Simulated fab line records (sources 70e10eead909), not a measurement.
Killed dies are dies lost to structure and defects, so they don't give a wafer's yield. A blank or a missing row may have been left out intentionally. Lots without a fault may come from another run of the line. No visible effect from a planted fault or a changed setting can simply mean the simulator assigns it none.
What tool caused it? ; flow nand harc ; 13 lots, 39 wafers sampled, at 5 steps of a route of 1302

## WHAT THE GAUGES SHOWED, per wafer
NHARC_P_BONDPAD_THK_MEAS_20: measures by xrf.
lot;measured;on;thk nm (nm)
L118;day 6 16:10;film metro-01;160.9 160.2 160.0
L119;day 7 04:53;film metro-01;161.4 160.9 159.6
L120;day 7 10:08;film metro-01;160.6 160.3 158.7
L124;day 9 06:20;film metro-01;159.1 159.6 160.3
L127;day 10 16:49;film metro-02;159.3 160.5 159.5
L128;day 11 04:18;film metro-01;158.0 160.3 162.2
L132;day 12 20:25;film metro-02;159.1 161.1 158.7
L134;day 13 13:48;film metro-01;160.9 160.6 160.6
L135;day 13 22:42;film metro-02;160.9 160.0 161.2
L138;day 15 03:56;film metro-02;161.2 160.6 159.8
L139;day 15 17:56;film metro-02;162.3 162.4 159.7
L140;day 16 02:55;film metro-02;160.5 160.3 160.6
L141;day 16 05:56;film metro-02;160.5 158.7 160.3

NHARC_A_SOURCE_PLATE_THK_MEAS_06: measures by ellipsometry.
lot;measured;on;thk nm (nm)
L118;day 7 16:58;film metro-01;199.4 198.0 200.7
L119;day 8 04:06;film metro-01;203.4 200.1 200.3
L120;day 8 11:44;film metro-02;199.9 202.0 202.5
L124;day 10 05:35;film metro-01;198.1 199.2 198.8
L127;day 11 17:45;film metro-01;200.0 200.2 201.1
L128;day 12 03:08;film metro-02;200.0 201.9 200.1
L132;day 13 16:43;film metro-02;200.6 200.6 197.4
L134;day 14 13:41;film metro-01;202.3 199.8 202.9
L135;day 14 21:57;film metro-01;201.0 201.4 201.7
L138;day 16 04:16;film metro-01;199.7 200.8 203.7
L139;day 16 17:01;film metro-01;197.0 197.9 196.0
L140;day 17 04:16;film metro-01;199.5 202.1 199.6
L141;day 17 04:16;film metro-02;198.9 198.9 198.8

NHARC_A_ONON_D1_THK_MEAS_02: measures by ellipsometry.
lot;measured;on;thk nm (nm)
L118;day 7 17:37;film metro-02;1014 1013 1016
L119;day 8 04:44;film metro-01;1009 1008 1010
L120;day 8 12:24;film metro-02;1001 1003 1003
L124;day 10 06:16;film metro-01;1003 1002 1002
L127;day 11 18:26;film metro-01;992 996 995
L128;day 12 03:46;film metro-02;986 987 987
L132;day 13 17:22;film metro-01;992 992 992
L134;day 14 14:22;film metro-02;1009 1012 1008
L135;day 14 22:38;film metro-01;998 998 996
L138;day 16 04:58;film metro-01;1000 1002 1002
L139;day 16 17:40;film metro-01;997 997 998
L140;day 17 04:56;film metro-02;999 999 999
L141;day 17 04:56;film metro-01;1002 1004 1005

NHARC_A_ONON_D1_THK_MEAS_34: measures by ellipsometry.
lot;measured;on;thk nm (nm)
L118;day 8 07:27;film metro-02;201.9 199.3 203.5
L119;day 8 17:33;film metro-02;202.2 202.1 203.2
L120;day 9 01:22;film metro-02;199.8 203.4 201.0
L124;day 10 23:35;film metro-02;198.1 200.3 201.1
L127;day 12 07:13;film metro-01;200.7 222.3 204.0
L128;day 12 16:34;film metro-02;200.3 218.9 202.5
L132;day 14 06:56;film metro-02;194.1 203.2 199.7
L134;day 15 06:26;film metro-02;202.0 198.4 201.5
L135;day 15 11:26;film metro-01;201.2 201.6 204.8
L138;day 16 17:46;film metro-01;200.2 204.1 202.7
L139;day 17 06:28;film metro-01;196.0 201.2 200.9
L140;day 17 18:35;film metro-02;201.5 198.9 203.6
L141;day 17 18:36;film metro-01;200.2 200.5 200.0

## WHICH TOOL RAN EACH LOT (tool, then ch and the chambers of the sampled wafers, then the start)
lot;NHARC_A_ONON_D1_DEP_33
L118;pecvd-04 ch 0,1, day 8 07:02
L119;pecvd-01 ch 0,1,2, day 8 17:16
L120;pecvd-01 ch 0,1,2, day 9 00:58
L124;pecvd-01 ch 0,2, day 10 23:10
L127;pecvd-01 ch 0,1,2, day 12 06:49
L128;pecvd-01 ch 0,1,2, day 12 16:10
L132;pecvd-02 ch 1,2, day 14 06:34
L134;pecvd-02 ch 1,2, day 15 06:04
L135;pecvd-02 ch 0,2, day 15 11:04
L138;pecvd-04 ch 0,1,2, day 16 17:21
L139;pecvd-04 ch 0,1, day 17 06:06
L140;pecvd-04 ch 0,1,2, day 17 18:10
L141;pecvd-01 ch 0,1,2, day 17 18:20
- NHARC_A_ONON_D1_DEP_33: deposits SiO2, target thk 200 nm.

## AS READ BY THE TOOLS THEMSELVES (means over the sampled wafers that have a number; for cases with no such wafer, the mark the record gives instead)
NHARC_A_ONON_D1_DEP_33.
lot;tool;heater power w (W);rf fwd power W (W);showerhead vpp V (V);throttle valve pct (%)
L118;pecvd-04;656;898;1902;16.1
L119;pecvd-01;501;900;1864;15.4
L120;pecvd-01;511;897;1838;15.3
L124;pecvd-01;499;897;1898;15.5
L127;pecvd-01;522;1019;1985;15.4
L128;pecvd-01;497;1020;1977;15.5
L132;pecvd-02;547;898;1965;15.9
L134;pecvd-02;511;902;1954;16.0
L135;pecvd-02;511;899;1817;15.3
L138;pecvd-04;538;896;1951;16.3
L139;pecvd-04;673;897;1921;16.1
L140;pecvd-04;559;896;1913;16.2
L141;pecvd-01;479;899;1883;15.5

## THE ANSWER, worked out from the rows above alone
Rule: what is usual is taken from the lots themselves. The widest of any qualifying gaps counts: lots, ordered by their means at a reading, are off when they make up no more than a third of the lots, leave a main group of 4 or more, and stand apart from it by 3 or more times the standard deviation of that group's means. Not used: any main group whose means are identical at the precision the tables above print for the reading. Also off: a lot with no number at a reading for which 4 or more lots have one. Any other lot the step has rows for is counted as sound. The gauges are gone through in route order, then the tools' own readings, and for those a lot's mean is taken as printed above. The first step at which some lot is off is used, and at that step the reading that is off furthest; a lot without a number counts as furthest.
Off at NHARC_A_ONON_D1_THK_MEAS_34 (thk nm): L127, L128. Mean 201.0 nm and standard deviation 1.2 in the main group.
If a tool, at a process step before that reading, ran all the lots that are off and no sound lot after the first of them, it fits. The gauges at NHARC_A_ONON_D1_THK_MEAS_34 aren't tried: what is off there is off at NHARC_A_ONON_D1_DEP_33 too, on other tools, and a gauge's error can't cause that. None of those tried fits.

## WHAT THE SIMULATOR HAD INSERTED
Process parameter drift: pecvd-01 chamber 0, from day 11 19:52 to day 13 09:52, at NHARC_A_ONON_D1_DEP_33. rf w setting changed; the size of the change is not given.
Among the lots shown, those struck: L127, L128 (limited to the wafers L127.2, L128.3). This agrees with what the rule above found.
